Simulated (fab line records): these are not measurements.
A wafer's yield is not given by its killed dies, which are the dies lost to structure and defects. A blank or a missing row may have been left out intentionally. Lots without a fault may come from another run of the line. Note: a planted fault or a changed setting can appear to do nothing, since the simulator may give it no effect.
A lot that was struck, set against a sound lot / flow nand_harc / 34 out of 1302 route steps
Sound: these wafers, L308.2, L308.4, L308.5. Wafers L311.1, L311.2, L311.4 were the ones struck. The cause is given at the end.
At each step with rows: each side's tool, then ch and its chambers, then its first start. Under that, the readings that differ: sound wafers / struck wafers / difference of the means / sigmas: that difference in standard deviations of wafers without a fault.
alike: same words and numbers on both sides, and readings whose means sit less than 2 such deviations apart. not compared: any withheld reading, any reading some wafer has no value for, any bound like >300 that may hide the same value, and any number with overlapping values for which the record gives no deviation.
A row with sigmas, a row that says differs or no value, or rows on one side alone: a step with any of these is where the two part. Numbers that don't overlap but have no deviation are shown without sigmas and don't part them. A reading missing from all wafers of one side parts the sides only when that side holds two or more wafers.

first, 5 steps without rows for these wafers: NHARC_A_ONON_D1_DEP_22 (target thk 1000 nm); NHARC_A_ONON_D1_DEP_25 (target thk 1000 nm); NHARC_A_ONON_D1_DEP_28 (target thk 1000 nm); NHARC_A_ONON_D1_DEP_33 (deposits SiO2, target thk 200 nm); NHARC_A_CHANNEL_HOLE_D1_DEP_00 (deposits aC, target thk 3100 nm).
NHARC_A_CHANNEL_HOLE_D1_DEP_01: deposits SiON, target thk 140 nm.
  sound on pecvd-01 ch 1,2, day 11 04:16; struck on pecvd-01 ch 0,1, day 12 17:50
  alike: heater_power_w
then, 10 steps without rows for these wafers: NHARC_A_CHANNEL_HOLE_D1_DEHYDRATE_02 (time 120 s); NHARC_A_CHANNEL_HOLE_D1_HMDS_03 (time 30 s); NHARC_A_CHANNEL_HOLE_D1_COAT_36 (time 75 s); NHARC_A_CHANNEL_HOLE_D1_COAT_37 (time 65 s); NHARC_A_CHANNEL_HOLE_D1_COAT_04 (resist thk 90 nm); NHARC_A_CHANNEL_HOLE_D1_SOFTBAKE_05 (time 55 s); NHARC_A_CHANNEL_HOLE_D1_EBR_06; NHARC_A_CHANNEL_HOLE_D1_EXPOSE_07 (exposes mask HOLE D1, target cd 100 nm); NHARC_A_CHANNEL_HOLE_D1_PEB_08 (peb time 65 s); NHARC_A_CHANNEL_HOLE_D1_DEVELOP_09 (develop time 35 s).
NHARC_A_CHANNEL_HOLE_D1_INSPECT_12:
  struck on defect_inspect-01, day 12 18:46; sound on defect_inspect-01, day 11 05:05
reading=raw_defect_count; sound=4 6 1; struck=931 900 932; difference=+917; sigmas=+99 or more
then, 15 steps without rows for these wafers: NHARC_A_CHANNEL_HOLE_D1_DESCUM_15 (chemistry O2, time 3 s); NHARC_A_CHANNEL_HOLE_D1_ETCH_38 (etches the open film in CF4, target depth 39 nm, time 65 s); NHARC_A_CHANNEL_HOLE_D1_ETCH_39 (etches the open film in N2/H2, target depth 260 nm, time 325 s); NHARC_A_CHANNEL_HOLE_D1_ETCH_34 (etches the open film in CF4/CHF3, target depth 154 nm, time 77 s); NHARC_A_CHANNEL_HOLE_D1_ETCH_16 (etches the open film in O2/COS, target depth 3100 nm, time 806 s); NHARC_A_CHANNEL_HOLE_D1_ETCH_19 (etches the open film in C4F8/O2/Ar, time 34.5 s); NHARC_A_CHANNEL_HOLE_D1_ETCH_20 (etches the open film in C4F8/O2/Ar, time 361.9 s, target depth 1600 nm); NHARC_A_CHANNEL_HOLE_D1_ETCH_21 (etches the open film in C4F8/O2/Ar, time 514.3 s, target depth 1600 nm); NHARC_A_CHANNEL_HOLE_D1_ETCH_22 (etches the open film in C4F8/O2/Ar, time 666.7 s, target depth 1600 nm); NHARC_A_CHANNEL_HOLE_D1_ETCH_23 (etches the open film in C4F8/O2/Ar, time 819 s, target depth 1600 nm); NHARC_A_CHANNEL_HOLE_D1_ETCH_24 (etches the open film in C4F8/O2/Ar, time 906.2 s, target depth 1500 nm); NHARC_A_CHANNEL_HOLE_D1_ETCH_25 (etches the open film in C4F8/O2/Ar, time 1040.2 s, target depth 1500 nm); NHARC_A_CHANNEL_HOLE_D1_ETCH_26 (etches the open film in C4F8/O2/Ar, time 224.1 s, target depth 300 nm); NHARC_A_CHANNEL_HOLE_D1_ETCH_33 (etches the open film in C4F8/O2/Ar, time 90 s, target depth 400 nm); NHARC_A_CHANNEL_HOLE_D1_STRIP_41 (strips in N2/H2).
NHARC_A_CHANNEL_HOLE_D1_INSPECT_40:
  struck on defect_inspect-02, day 13 05:13; sound on defect_inspect-01, day 11 12:04
reading=raw_defect_count; sound=92 76 94; struck=960 972 978; difference=+883; sigmas=+35
-- break in the record here, with 15 days between the starts of the struck wafers on either side (left off in module A_CHANNEL_HOLE_D1, picked up again in module END, where the first step shown is number 1302 on the route) --
NHARC_END_SORT_01:
  only the struck wafers appear in the record here, on prober-02 ch 0 at day 28 06:35; the sound ones have no rows

== WHERE THEY PART ==
Earliest at NHARC_A_CHANNEL_HOLE_D1_INSPECT_12; latest, in this record, at NHARC_END_SORT_01.

WHY: what the simulator had put in
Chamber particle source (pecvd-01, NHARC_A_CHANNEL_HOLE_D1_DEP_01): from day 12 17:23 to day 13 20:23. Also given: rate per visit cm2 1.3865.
